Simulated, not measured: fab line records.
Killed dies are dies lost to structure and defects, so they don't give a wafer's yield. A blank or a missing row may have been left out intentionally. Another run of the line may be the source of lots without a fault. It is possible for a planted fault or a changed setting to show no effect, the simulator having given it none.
A struck lot beside a sound one + flow nand_harc + 15 steps out of a route of 1302
Sound: these wafers, L844.1, L844.3, L844.5. Struck: wafers L852.3, L852.5. The cause is named last.
Order at every step that has rows: each side's tool, ch and its chambers, its first start. Under that, the readings that differ: sound wafers + struck wafers + difference of the means + sigmas: that difference in standard deviations of wafers without a fault.
alike: readings whose means differ by less than 2 such deviations, and words and numbers that are the same on both sides. not compared: withheld readings, readings that some wafer has no value for, bounds like >300 that may hide the same value, and numbers for which the record gives no deviation and whose values overlap.
Wherever a step has rows on one side only, a row that says differs or no value, or a row with sigmas, the two part there. When numbers do not overlap yet have no deviation, they are printed without sigmas and do not part them. Lack of a reading on every wafer of one side parts them only where that side has two or more wafers.

first, 7 steps without rows for these wafers: NHARC_A_SLIT_HMDS_02 (time 30 s); NHARC_A_SLIT_COAT_03 (resist thk 90 nm); NHARC_A_SLIT_SOFTBAKE_04 (time 55 s); NHARC_A_SLIT_EBR_05; NHARC_A_SLIT_EXPOSE_06 (exposes mask SLIT); NHARC_A_SLIT_PEB_07 (peb time 65 s); NHARC_A_SLIT_DEVELOP_08 (develop time 35 s).
NHARC_A_SLIT_CD_MEAS_09 targets a cd of 300 nm.
  sound on cd_sem-02 ch 0, day 25 06:07; struck on cd_sem-02 ch 0, day 28 09:06
  alike: cd_nm
NHARC_A_SLIT_OVL_MEAS_10:
  sound on overlay-01 at day 25 06:11; struck on overlay-02 at day 28 09:11
  alike: overlay_x_nm, overlay_y_nm
NHARC_A_SLIT_INSPECT_11:
  sound on defect_inspect-01 at day 25 06:14; struck on defect_inspect-02 at day 28 09:13
  alike: raw_defect_count
NHARC_A_SLIT_DESCUM_14: chemistry O2, time 3 s.
  sound on rie_diel-11 ch 1,2,3, day 25 06:19; struck on rie_diel-06 ch 0,1, day 28 09:18
  alike: chamber_pressure_mTorr, drypump_motor_current_A, o2_flow_sccm, oes_product_au, rf_vpp_V, showerhead_plenum_p_Torr, throttle_valve_pct
  not compared: rf_hours_counter_h
NHARC_A_SLIT_ETCH_24: etches the open film in CF4/CHF3, target depth 121 nm, time 60.5 s.
  sound on rie_diel-11 ch 0,1,3, day 25 06:23; struck on rie_diel-06 ch 1, day 28 09:22
| reading               | sound             | struck      | difference | sigmas |
|-----------------------|-------------------|-------------|------------|--------|
| oes_product_au (a.u.) | 0.976 0.952 0.955 | 0.923 0.925 | -0.037     | -2     |
  alike: chamber_pressure_mTorr, drypump_motor_current_A, rf_vpp_V, showerhead_plenum_p_Torr, throttle_valve_pct
  not compared: rf_hours_counter_h
NHARC_A_SLIT_ETCH_15: etches the open film in O2/COS, target depth 6200 nm, time 1612 s.
  sound on rie_diel-11 ch 0,2, day 25 06:35; struck on rie_diel-06 ch 0,1, day 28 09:34
| reading               | sound             | struck      | difference | sigmas |
|-----------------------|-------------------|-------------|------------|--------|
| oes_product_au (a.u.) | 0.994 0.992 0.999 | 0.829 0.816 | -0.172     | -24    |
  alike: chamber_pressure_mTorr, drypump_motor_current_A, o2_flow_sccm, rf_vpp_V, showerhead_plenum_p_Torr, throttle_valve_pct
  not compared: rf_hours_counter_h
NHARC_A_SLIT_ETCH_17: etches the open film in C4F8/O2/Ar, time 4254.5 s, target depth 20300 nm.
  sound on har_etch-01 ch 0,1, day 25 07:32; struck on har_etch-02 ch 0,1, day 28 11:44
  alike: c4f8_flow_sccm, chamber_pressure_mTorr, drypump_motor_current_A, he_backside_leak_sccm, o2_flow_sccm, showerhead_plenum_p_Torr, throttle_valve_pct
  not compared: rf_hours_counter_h
-- record jumps: 5 days between struck wafers' starts before vs after; left off in module A_SLIT, resumes in module END, first step shown is number 1302 of the route --
NHARC_END_SORT_01:
  at this point the record logs the struck wafers (prober-01 ch 0, day 33 12:26) and has no rows for the sound ones

== WHERE THEY PART ==
Last at NHARC_END_SORT_01 as far as this record goes, first at NHARC_A_SLIT_ETCH_24.

WHY: what had been put in by the simulator
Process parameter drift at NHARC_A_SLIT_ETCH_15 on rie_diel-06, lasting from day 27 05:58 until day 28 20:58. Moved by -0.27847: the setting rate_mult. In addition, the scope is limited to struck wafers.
